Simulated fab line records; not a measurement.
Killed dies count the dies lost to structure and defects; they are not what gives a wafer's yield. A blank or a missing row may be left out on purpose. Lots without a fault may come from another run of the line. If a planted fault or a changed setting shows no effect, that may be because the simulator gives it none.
Comparing a struck lot with a sound one    flow nandHarc    17 out of 1302 route steps
Sound: these wafers, L333.2, L333.4, L333.5. Struck: wafer L337.1 (left out: L337.4, L337.6 of the same lot, which were not struck); the cause appears at the end.
For every step that has rows: the tool of each side, followed by ch and its chambers, followed by its first start. Under that, the readings that differ: sound wafers    struck wafers    difference of the means    sigmas: that difference in standard deviations of wafers without a fault.
alike: a reading whose means differ by less than 2 such deviations, as well as words and numbers matching on both sides. not compared: withheld readings; readings where some wafer has no value; bounds like >300 that might hide an equal value; numbers whose values overlap and for which the record gives no deviation.
The two part at a step that has a row with sigmas, a row that says differs or no value, or rows on one side only. Numbers that don't overlap but have no deviation are shown without sigmas and don't part them. A reading that every wafer of one side lacks parts them only if that side has two wafers or more.

NHARC_P_M2_INSPECT_11:
  struck on defectInspect-02, day 7 23:22; sound on defectInspect-01, day 6 06:13
  alike: rawDefectCount
then, 1 step without rows for these wafers: NHARC_P_M2_DESCUM_14 (chemistry O2, time 3 s).
NHARC_P_M2_ETCH_35: etches the open film in N2/H2, target depth 40 nm, overetch 12 nm, time 43.94 s.
  sound on rieDiel-07 ch 1,3, day 6 06:22; struck on rieDiel-08 ch 2, day 7 23:31
reading    sound              struck  difference  sigmas
biasW (W)  149.5 149.7 151.0  149.1   -1.0        -2
  alike: drypumpMotorCurrentA, mfcArSccm, oesProductAu, rfVppV, showerheadPlenumPTorr, throttleValvePct
  not compared: rfHoursCounterH
then, 1 step without rows for these wafers: NHARC_P_M2_ETCH_15 (etches the open film in C4F8/Ar, target depth 182.5 nm, time 91.2 s).
NHARC_P_M2_CD_MEAS_16:
  struck on cdSem-01, day 7 23:44; sound on cdSem-02, day 6 06:35
  alike: cdNm
then, 1 step without rows for these wafers: NHARC_P_M2_STRIP_18 (strips in N2/H2).
NHARC_P_M2_ETCH_28: etches the open film in CF4/N2, target depth 30 nm, time 72.99 s.
  sound: rieDiel-03 ch 0,1,2; struck: rieDiel-03 ch 0
reading               sound                 struck  difference  sigmas
biasW (W)             100.3 100.5 100.5     99.7    -0.7        -2
throttleValvePct (%)  19.785 19.797 19.781  19.827  +0.039      +5
  alike: drypumpMotorCurrentA, mfcArSccm, oesProductAu, rfVppV, showerheadPlenumPTorr
  not compared: rfHoursCounterH
then, 2 steps without rows for these wafers: NHARC_P_M2_STRIP_19 (strips in post etch residue remover, time 600 s); NHARC_P_M2_DEGAS_29 (time 60 s).
NHARC_P_M2_PRE_CLEAN_30: time 30 s.
  sound on pvdSputter-03; struck on pvdSputter-01
  alike: heaterPowerW, susceptorTempC
NHARC_P_M2_PVD_20: deposits TaN, target thk 5 nm, time 8.06 s.
  sound on pvdSputter-03; struck on pvdSputter-01
  alike: biasV, throttleValvePct
NHARC_P_M2_PVD_21: deposits Cu, target thk 30 nm, time 20.49 s.
  sound on pvdSputter-03; struck on pvdSputter-01
  alike: throttleValvePct
NHARC_P_M2_ECD_22: material Cu, target thk 400 nm.
  sound on ecdCu-01 ch 0,1, day 6 07:44; struck on ecdCu-02 ch 0,1, day 8 00:58
then, 1 step without rows for these wafers: NHARC_P_M2_ANNEAL_31 (time 90 s).
NHARC_P_M2_CMP_23: polishes, t overpolish 20 s, target thk 144.3 nm.
  sound on cmp-04 ch 1,2,3, day 6 08:27; struck on cmp-03 ch 2, day 8 01:38
reading              sound           struck  difference  sigmas
timeToEndpointS (s)  29.7 30.4 29.6  16.3    -13.6       -7
  alike: motorCurrentA
NHARC_P_M2_THK_MEAS_24: measures by xrf.
  struck on filmMetro-01, day 8 01:57; sound on filmMetro-01, day 6 08:46
  alike: thkNm
-- the record jumps here: 18 days lie between the struck wafers' starts before and after (it left off in module P_M2 and takes up again in module END, whose first step shown is number 1302 of the route) --
NHARC_END_SORT_01:
  at this point the record logs the struck wafers (prober-02 ch 0, day 26 02:32) and has no rows for the sound ones

== WHERE THEY PART ==
First at NHARC_P_M2_ETCH_35; last, within this record, at NHARC_END_SORT_01.

WHY: what the simulator had put in
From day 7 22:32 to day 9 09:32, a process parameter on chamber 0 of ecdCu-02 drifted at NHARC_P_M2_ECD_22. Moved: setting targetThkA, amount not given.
